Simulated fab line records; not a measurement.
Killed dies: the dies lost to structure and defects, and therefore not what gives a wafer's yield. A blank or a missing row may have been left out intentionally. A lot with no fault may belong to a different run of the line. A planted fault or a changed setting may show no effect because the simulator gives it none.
fab line records ; flow nand-harc
[record] lots = 11; wafers = 33; last-day = 24
route steps=1159 shown A_ONON_D1@449 A_CHANNEL_HOLE_D1@468 END@1159
lots that met no fault: from a run of the same line without faults
start-h: hours from the record's first day to the start of the lot's first wafer shown ; wait-h: hours from the lot's prior step to this one ; " identical to the entry in the row above ; L1.1+2: a row that stands for several wafers ; - no value present, or no start provided ; * or withheld: withheld ; < > ~ a bound
route shown NAME@n: names a module that has steps shown in the file, with the first one's number in the route ; usual: mean and standard deviation over wafers with no fault ; same: alike in all rows ; chamber/n: place in a boat ; sites: per-site readings ; _std_site: their standard deviation ; _edge_site: mean of outer sites minus mean of inner sites ; radius-mm: for every site, how far away it sits from the centre of the wafer ; mask NAME#n: copy n ; behind: the most recent tool/chamber to have shaped the wafer ; hold: why the lot was held/for how many hours/how that ended ; device: whichever transistor did not switch (one of n, p or np) ; end of line: the tests these same wafers got at the end of their route ; a step without rows: its recipe alone ; killed: the dies lost at the first sort to structure and to defects; this is not the yield of the wafer ; map: dies across one wafer; x = killed, . = not, _ = none there
set.NAME: setting as actually run; set.NAME@STEP: the setting as run at that earlier step ; model.NAME: the simulator's own value behind a step, which no gauge read
route steps across a sampled set of lots; one table per step, one row per wafer
services: from which hour (start-h, from the record's first day; less than 0 if before it) a tool's chamber was out of use, for how many hours, and why
[[steps]]
[step NHARC_A_ONON_D1_INSPECT_32]
[usual] raw-defect-count = 71/24
lot.wafer;tool;chamber;start-h;wait-h;raw-defect-count
L623.2;defect-inspect-01;-;189.54;0.0;67
L623.4;defect-inspect-01;-;189.54;0.0;76
L623.6;defect-inspect-01;-;189.54;0.0;67
L621.1;defect-inspect-01;-;192.92;0.0;66
L621.4;defect-inspect-01;-;192.92;0.0;115
L621.6;defect-inspect-01;-;192.92;0.0;77
L624.3;defect-inspect-02;-;197.41;0.0;71
L624.4;defect-inspect-02;-;197.41;0.0;45
L624.5;defect-inspect-02;-;197.41;0.0;44
L627.1;defect-inspect-02;-;212.97;0.0;64
L627.5;defect-inspect-02;-;212.97;0.0;42
L627.6;defect-inspect-02;-;212.97;0.0;63
L629.1;defect-inspect-01;-;232.05;0.0;58
L629.4;defect-inspect-01;-;232.05;0.0;39
L629.5;defect-inspect-01;-;232.05;0.0;93
L631.2;defect-inspect-01;-;247.60;0.0;79
L631.5;defect-inspect-01;-;247.60;0.0;56
L631.6;defect-inspect-01;-;247.60;0.0;72
L635.1;defect-inspect-01;-;269.46;0.0;75
L635.2;defect-inspect-01;-;269.46;0.0;79
L635.5;defect-inspect-01;-;269.46;0.0;76
L638.3;defect-inspect-02;-;277.18;0.0;78
L638.5;defect-inspect-02;-;277.18;0.0;115
L638.6;defect-inspect-02;-;277.18;0.0;57
L640.3;defect-inspect-02;-;292.10;0.0;44
L640.4;defect-inspect-02;-;292.10;0.0;61
L640.6;defect-inspect-02;-;292.10;0.0;64
L641.3;defect-inspect-02;-;299.84;0.0;73
L641.4;defect-inspect-02;-;299.84;0.0;71
L641.5;defect-inspect-02;-;299.84;0.0;62
L642.3;defect-inspect-01;-;309.18;0.0;34
L642.5;defect-inspect-01;-;309.18;0.0;79
L642.6;defect-inspect-01;-;309.18;0.0;42
[step NHARC_A_CHANNEL_HOLE_D1_ETCH_34]
[recipe] target-depth-a = 1540; time-s = 77; cf4-flow-sccm = 100; chf3-flow-sccm = 30; ar-flow-sccm = 0; rf-w = 500; bias-w = 200; chemistry = CF4/CHF3
[usual] cf4-flow-sccm = 100.00/0.3; drypump-motor-current-A = 5.7/0.46; oes-product-au = 0.951/0.024; rf-vpp-V = 370.4/2; run-length-s = 98.4/0.39; showerhead-plenum-p-Torr = 1.57/0.055; throttle-valve-pct = 16.802/0.0086
lot.wafer;tool;chamber;start-h;wait-h;cf4-flow-sccm;drypump-motor-current-A;oes-product-au;rf-hours-counter-h;rf-vpp-V;run-length-s;showerhead-plenum-p-Torr;throttle-valve-pct
L623.4;rie-diel-10;1;-;-;99.97;5.1;1.000;2;374.2;99.0;1.67;16.786
L623.2;rie-diel-10;2;-;-;100.30;5.9;0.962;1;371.9;97.6;1.59;16.791
L623.6;rie-diel-10;2;-;-;100.17;5.9;0.970;-;371.4;97.7;1.59;16.797
L621.1;rie-diel-10;0;-;-;99.46;5.4;0.966;2;370.0;97.8;1.56;16.791
L621.4;rie-diel-10;1;-;-;99.90;5.1;0.970;2;373.6;98.7;1.67;16.794
L621.6;rie-diel-10;1;-;-;100.17;5.1;0.973;-;373.6;98.9;1.67;16.808
L624.3;rie-diel-10;1;-;-;100.13;5.1;0.981;3;373.4;98.9;1.67;16.805
L624.4;rie-diel-10;2;-;-;99.97;5.9;0.970;2;370.9;97.7;1.59;16.795
L624.5;rie-diel-10;3;-;-;99.46;6.3;0.977;-;371.6;98.9;1.57;16.803
L627.1;rie-diel-10;0;-;-;100.21;5.4;0.975;4;369.9;97.7;1.56;16.823
L627.5;rie-diel-10;0;-;-;100.64;5.4;0.962;-;370.5;97.9;1.56;16.816
L627.6;rie-diel-10;1;-;-;99.91;5.2;0.991;-;373.2;99.3;1.67;16.804
L629.4;rie-diel-10;1;-;-;100.10;5.1;0.985;6;375.0;98.7;1.67;16.803
L629.1;rie-diel-10;2;-;-;100.03;5.9;0.962;5;371.0;97.7;1.59;16.786
L629.5;rie-diel-10;3;-;-;100.59;6.3;0.961;-;370.6;98.8;1.57;16.807
L631.2;rie-diel-01;3;-;-;100.08;5.5;0.980;7;369.3;98.1;1.53;16.809
L631.6;rie-diel-01;3;-;-;100.35;5.5;0.979;-;370.6;98.0;1.53;16.794
L631.5;rie-diel-01;0;-;-;99.60;5.1;0.996;-;371.9;98.4;1.60;16.798
L635.2;rie-diel-01;3;-;-;100.27;5.5;0.954;8;369.6;98.2;1.53;16.813
L635.1;rie-diel-01;0;-;-;99.83;5.2;0.961;8;372.2;98.5;1.60;16.810
L635.5;rie-diel-01;2;-;-;100.29;6.5;0.928;-;369.3;97.6;1.57;16.810
L638.3;rie-diel-08;2;-;-;100.21;6.2;0.927;10;366.9;98.9;1.48;16.799
L638.6;rie-diel-08;0;-;-;99.95;5.8;0.938;-;374.4;98.5;1.65;16.795
L638.5;rie-diel-08;1;-;-;99.73;5.4;0.945;-;368.9;98.2;1.51;16.810
L640.4;rie-diel-01;2;-;-;100.03;6.6;0.910;11;369.4;97.8;1.57;16.811
L640.3;rie-diel-01;0;-;-;100.10;5.2;0.939;11;370.2;98.5;1.60;16.794
L640.6;rie-diel-01;2;-;-;100.42;6.5;0.915;-;371.6;97.7;1.57;16.798
L641.4;rie-diel-01;1;-;-;100.01;5.5;0.951;12;369.0;98.2;1.51;16.803
L641.3;rie-diel-01;3;-;-;100.39;5.5;0.986;12;370.2;98.1;1.53;16.814
L641.5;rie-diel-01;2;-;-;99.98;6.6;0.974;-;371.1;97.8;1.57;16.804
L642.3;rie-diel-01;0;-;-;100.20;5.2;0.927;12;373.1;98.4;1.60;16.796
L642.5;rie-diel-01;3;-;-;99.66;5.5;0.934;-;369.5;97.9;1.53;16.806
L642.6;rie-diel-01;0;-;-;100.37;5.2;0.952;-;372.4;98.4;1.60;16.797
[step NHARC_A_CHANNEL_HOLE_D1_ETCH_16]
[recipe] target-depth-a = 31000; over-etch-frac = 0.3; time-s = 806; ion-energy-ev = 150; o2-flow-sccm = 400; cos-flow-sccm = 20; ar-flow-sccm = 0; rf-w = 500; bias-w = 300; chemistry = O2/COS
[usual] drypump-motor-current-A = 5.8/0.48; oes-product-au = 1.002/0.013; rf-vpp-V = 313.9/1.9; run-length-s = 827.3/0.41; showerhead-plenum-p-Torr = 3.11/0.11; throttle-valve-pct = 28.331/0.0084
[same] over-etch-frac = 0.3
lot.wafer;tool;chamber;start-h;wait-h;drypump-motor-current-A;oes-product-au;rf-hours-counter-h;rf-vpp-V;run-length-s;showerhead-plenum-p-Torr;throttle-valve-pct
L623.4;rie-diel-10;2;193.15;-;5.8;0.996;1;315.2;826.5;3.15;28.327
L623.2;rie-diel-10;0;193.15;-;5.4;1.005;1;312.8;826.8;3.10;28.324
L623.6;rie-diel-10;1;193.15;-;5.1;1.007;-;317.2;827.6;3.32;28.332
L621.1;rie-diel-10;1;196.66;-;5.1;1.018;2;316.0;828.1;3.32;28.322
L621.4;rie-diel-10;2;196.66;-;5.9;0.994;2;316.5;826.5;3.15;28.333
L621.6;rie-diel-10;0;196.66;-;5.4;1.005;-;312.4;826.7;3.10;28.332
L624.3;rie-diel-10;2;200.79;-;5.9;0.986;2;314.0;827.2;3.15;28.328
L624.4;rie-diel-10;3;200.79;-;6.3;1.000;2;313.4;827.5;3.12;28.326
L624.5;rie-diel-10;2;200.79;-;5.9;0.993;-;314.7;826.8;3.15;28.328
L627.1;rie-diel-10;1;217.72;-;5.1;1.014;4;316.8;828.4;3.31;28.333
L627.6;rie-diel-10;0;217.72;-;5.4;1.013;-;313.3;648.6;3.09;28.329
L627.5;rie-diel-10;1;217.72;-;5.2;1.017;-;316.4;827.6;3.31;28.340
L629.4;rie-diel-10;1;238.21;-;5.2;1.030;6;316.3;827.7;3.31;28.333
L629.1;rie-diel-10;0;238.21;-;5.4;1.011;6;315.0;648.3;3.09;28.336
L629.5;rie-diel-10;2;238.21;-;5.9;0.989;-;313.1;827.1;3.15;28.344
L631.2;rie-diel-01;1;253.17;-;5.5;0.987;6;312.9;827.4;3.00;28.318
L631.6;rie-diel-01;1;253.17;-;5.6;0.988;-;311.2;827.3;3.00;28.332
L631.5;rie-diel-01;2;253.17;-;6.6;0.988;-;314.7;827.0;3.13;28.337
L635.1;rie-diel-01;2;273.02;-;6.6;0.980;7;313.5;826.9;3.13;28.329
L635.2;rie-diel-01;0;273.02;-;5.1;1.021;8;315.0;827.5;3.18;28.322
L635.5;rie-diel-01;2;273.02;-;6.6;0.991;-;314.9;826.8;3.13;28.320
L638.3;rie-diel-08;2;282.12;-;6.2;0.999;10;312.1;827.7;2.94;28.332
L638.5;rie-diel-08;2;282.12;-;6.2;1.008;-;310.5;827.2;2.94;28.313
L638.6;rie-diel-08;1;282.12;-;5.4;1.014;-;313.7;827.0;3.00;28.342
L640.4;rie-diel-01;2;295.81;-;6.6;0.991;11;314.7;826.7;3.12;28.321
L640.3;rie-diel-01;0;295.81;-;5.2;1.018;11;315.4;827.6;3.18;28.335
L640.6;rie-diel-01;1;295.81;-;5.5;0.978;-;312.0;827.0;3.00;28.324
L641.3;rie-diel-01;0;303.13;-;5.2;1.010;12;314.7;827.6;3.18;28.338
L641.4;rie-diel-01;1;303.13;-;5.5;0.981;12;312.0;827.2;3.00;28.322
L641.5;rie-diel-01;1;303.13;-;5.5;0.969;-;311.5;827.5;3.00;28.331
L642.3;rie-diel-01;0;313.74;-;5.2;1.020;12;314.8;827.8;3.18;28.326
L642.6;rie-diel-01;2;313.74;-;6.6;0.995;-;314.1;826.9;3.12;28.331
L642.5;rie-diel-01;3;313.74;-;5.6;1.008;-;313.7;827.2;3.04;28.312
[step NHARC_A_CHANNEL_HOLE_D1_ETCH_25]
[recipe] bias-v = 5000; source-w = withheld; pressure-mtorr = 20; time-s = 1040.2; ar-flow-sccm = 375; c4f8-flow-sccm = 93.8; o2-flow-sccm = 31.2; temp-c = -20; target-depth-a = 15000; chemistry = C4F8/O2/Ar
[usual] drypump-motor-current-A = 5.6/0.45; run-length-s = 1025.2/0; showerhead-plenum-p-Torr = 3.64/0.14; throttle-valve-pct = 32.235/0.009
lot.wafer;tool;chamber;start-h;wait-h;drypump-motor-current-A;rf-hours-counter-h;run-length-s;showerhead-plenum-p-Torr;throttle-valve-pct
L623.2;har-etch-01;1;196.66;0.6;5.5;194;1025.2;3.57;32.234
L623.4;har-etch-01;0;196.66;0.6;5.6;-;1025.2;3.61;32.239
L623.6;har-etch-01;1;196.66;0.6;5.4;-;1025.2;3.57;32.225
L621.1;har-etch-02;0;200.24;0.7;6.2;116;1025.2;3.54;32.244
L621.4;har-etch-02;1;200.24;0.7;5.0;-;1025.2;3.86;32.234
L621.6;har-etch-02;0;200.24;0.7;6.2;-;1025.2;3.54;32.241
L624.3;har-etch-02;1;204.60;0.7;5.0;-;1025.2;3.86;32.240
L624.4;har-etch-02;0;204.60;0.7;6.2;-;1025.2;3.54;32.249
L624.5;har-etch-02;0;204.60;0.7;6.2;-;1025.2;3.54;32.236
L627.1;har-etch-02;0;224.27;0.7;6.2;129;1025.2;3.53;32.229
L627.5;har-etch-02;1;224.27;0.7;5.0;-;1025.2;3.85;32.229
L627.6;har-etch-02;0;224.27;0.7;6.2;-;1025.2;3.53;32.232
L629.1;har-etch-01;0;241.90;0.7;5.6;213;1025.2;3.60;32.236
L629.4;har-etch-01;0;241.90;0.7;5.6;-;1025.2;3.60;32.246
L629.5;har-etch-01;1;241.90;0.7;5.5;-;1025.2;3.56;32.242
L631.2;har-etch-02;0;256.86;0.7;6.2;140;1025.2;3.53;32.244
L631.6;har-etch-02;1;256.86;0.7;5.0;-;1025.2;3.85;32.223
L631.5;har-etch-02;0;256.86;0.7;6.2;-;1025.2;3.53;32.239
L635.2;har-etch-01;1;276.59;0.6;5.5;224;1025.2;3.55;32.244
L635.1;har-etch-01;0;276.59;0.6;5.6;224;1025.2;3.59;32.231
L635.5;har-etch-01;1;276.59;0.6;5.5;-;1025.2;3.55;32.245
L638.3;har-etch-01;1;286.20;0.7;5.4;-;1025.2;3.55;32.222
L638.5;har-etch-01;0;286.20;0.7;5.6;-;1025.2;3.59;32.225
L638.6;har-etch-01;1;286.20;0.7;5.5;-;1025.2;3.55;32.239
L640.4;har-etch-01;1;299.61;0.7;5.5;-;1025.2;3.54;32.229
L640.3;har-etch-01;0;299.61;0.7;5.6;-;1025.2;3.59;32.234
L640.6;har-etch-01;1;299.61;0.7;5.5;-;1025.2;3.54;32.246
L641.4;har-etch-02;0;306.97;0.7;6.2;-;1025.2;3.52;32.230
L641.3;har-etch-02;1;306.97;0.7;5.1;-;1025.2;3.83;32.221
L641.5;har-etch-02;1;306.97;0.7;5.0;-;1025.2;3.83;32.232
L642.3;har-etch-02;0;320.47;0.7;6.2;-;1025.2;3.51;32.251
L642.6;har-etch-02;0;320.47;0.7;6.2;-;1025.2;3.51;32.225
L642.5;har-etch-02;1;320.47;0.7;5.1;-;1025.2;3.83;32.235
[step NHARC_END_SORT_01]
[recipe] temp-c = 25
[usual] killed-at-array = 26/11; killed-at-other = 0.6/1; killed-at-periphery = 3.1/2.1; killed-dies = 30/11; killed-open = 3.4/1.8; killed-short = 2.1/1.5
[same] gross-dies = 677
lot.wafer;tool;chamber;start-h;wait-h;killed-at-array;killed-at-other;killed-at-periphery;killed-dies;killed-open;killed-short
L627.1;prober-02;0;486.64;2.5;15;0;9;24;3;1
L627.5;prober-02;0;489.92;3.8;15;0;3;18;1;2
L627.6;prober-02;0;490.74;4.1;162;1;2;165;3;0
L629.1;prober-02;0;502.39;2.5;184;0;3;187;5;2
L629.4;prober-02;0;504.76;3.4;25;1;7;33;5;5
L629.5;prober-02;0;505.55;3.7;21;0;1;22;3;0
// killed by level:class
L627.1 A_WL_FILL:chamber-film-flake=4 P_GATE:chamber-film-flake=3 A_CHANNEL_HOLE_D1:chamber-film-flake=3 P_STI:chamber-film-flake=2 A_CHANNEL_FILL_D1:chamber-film-flake=2 A_CONTACT:chamber-film-flake=2 P_GATE:geometric-particle:open=1 P_CONTACT:geometric-particle:short=1
L627.5 P_GATE:chamber-film-flake=3 A_WL_FILL:chamber-film-flake=3 A_ZERO_WELL:chamber-film-flake=2 A_CHANNEL_HOLE_D1:chamber-film-flake=2 A_STAIRCASE:chamber-film-flake=2 A_CONTACT:chamber-film-flake=2 A_CONTACT:geometric-particle:short=1 A_CONTACT:geometric-particle:open=1
L627.6 A_CHANNEL_HOLE_D1:area-etch=146 A_CHANNEL_HOLE_D1:chamber-film-flake=5 A_WL_FILL:chamber-film-flake=2 A_ZERO_WELL:chamber-film-flake=2 A_CHANNEL_FILL_D1:chamber-film-flake=2 A_CONTACT:chamber-film-flake=2 P_M0:geometric-particle:open=1 A_SGD_CUT:geometric-particle:open=1
L629.1 A_CHANNEL_HOLE_D1:area-etch=160 A_CHANNEL_HOLE_D1:chamber-film-flake=17 P_CONTACT:geometric-particle:short=1 P_M2:geometric-particle:open=1 A_SOURCE_PLATE:geometric-particle:open=1 A_CHANNEL_FILL_D1:geometric-particle:open=1 A_CHANNEL_FILL_D1:geometric-particle:short=1 A_CONTACT:geometric-particle:open=1
L629.4 A_CHANNEL_HOLE_D1:chamber-film-flake=13 P_ZERO_WELL:chamber-film-flake=4 A_CHANNEL_FILL_D1:chamber-film-flake=3 A_CONTACT:geometric-particle:open=2 P_CONTACT:geometric-particle:open=1 P_M2:geometric-particle:open=1 A_SOURCE_PLATE:geometric-particle:short=1 A_ONON_D1:geometric-particle:short=1
L629.5 A_CHANNEL_HOLE_D1:chamber-film-flake=15 A_M0:geometric-particle:open=2 A_CONTACT:chamber-film-flake=2 A_CHANNEL_FILL_D1:geometric-particle:open=1 P_ZERO_WELL:chamber-film-flake=1 A_WL_FILL:chamber-film-flake=1
[[services]]
tool;chamber;start-h;hours;kind
rie-diel-01;0;171.51;-;clean
rie-diel-01;1;171.51;-;clean
rie-diel-01;2;171.51;-;clean
rie-diel-01;3;171.51;-;clean
rie-diel-10;-;176.50;9.0;pm
rie-diel-10;0;176.50;9.0;vent-cycle
rie-diel-10;1;176.50;9.0;vent-cycle
rie-diel-10;2;176.50;9.0;vent-cycle
rie-diel-10;3;176.50;9.0;vent-cycle
rie-diel-10;0;185.50;-;clean
rie-diel-10;1;185.50;-;clean
rie-diel-10;2;185.50;-;clean
rie-diel-10;3;185.50;-;clean
rie-diel-08;1;205.09;8.1;repair
rie-diel-08;3;208.89;9.3;repair
rie-diel-08;3;229.92;1.3;repair
rie-diel-08;0;240.69;1.9;repair
rie-diel-10;3;274.73;2.4;repair
rie-diel-08;3;280.44;3.5;repair
rie-diel-08;-;301.81;9.0;pm
rie-diel-01;0;304.14;4.4;repair
har-etch-01;-;305.00;17.0;pm
rie-diel-10;1;308.08;15.5;repair
rie-diel-01;-;314.80;9.0;pm
[[key]]
[first-sign] step = NHARC_A_CHANNEL_HOLE_D1_ETCH_16; reading = run-length-s; direction = down; sigmas = 99+; usual = *; struck = *
[effect] step = NHARC_END_SORT_01; reading = killed-at-array; direction = up; sigmas = 13; usual = 26; struck = 173
[more-kills-born-at] NHARC_A_CHANNEL_HOLE_D1_ETCH_16@rie-diel-10 = 306
met-at NHARC_A_CHANNEL_HOLE_D1_ETCH_16
struck-lots L627,L629
struck-wafers L627.6,L629.1
tester-left-out L627,L629
not-acting-at NHARC_A_ONON_D1_INSPECT_32,NHARC_A_CHANNEL_HOLE_D1_ETCH_34,NHARC_A_CHANNEL_HOLE_D1_ETCH_25
onset-between 196.66 217.72
[fault] kind = process-parameter-drift; tool = rie-diel-10; chamber = 0; onset-h = 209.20; steps = NHARC_A_CHANNEL_HOLE_D1_ETCH_16; channel = time-s; offset = *; shape = step; end-h = 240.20; acts-in = *; stated = *
// tester-left-out: of these lots the tester's yield and bins aren't shown, on N5 and GAA mostly nor the transistor test; their killed dies are dies lost to structure and defects alone, not to doping, threshold or leakage, so they don't give the yield
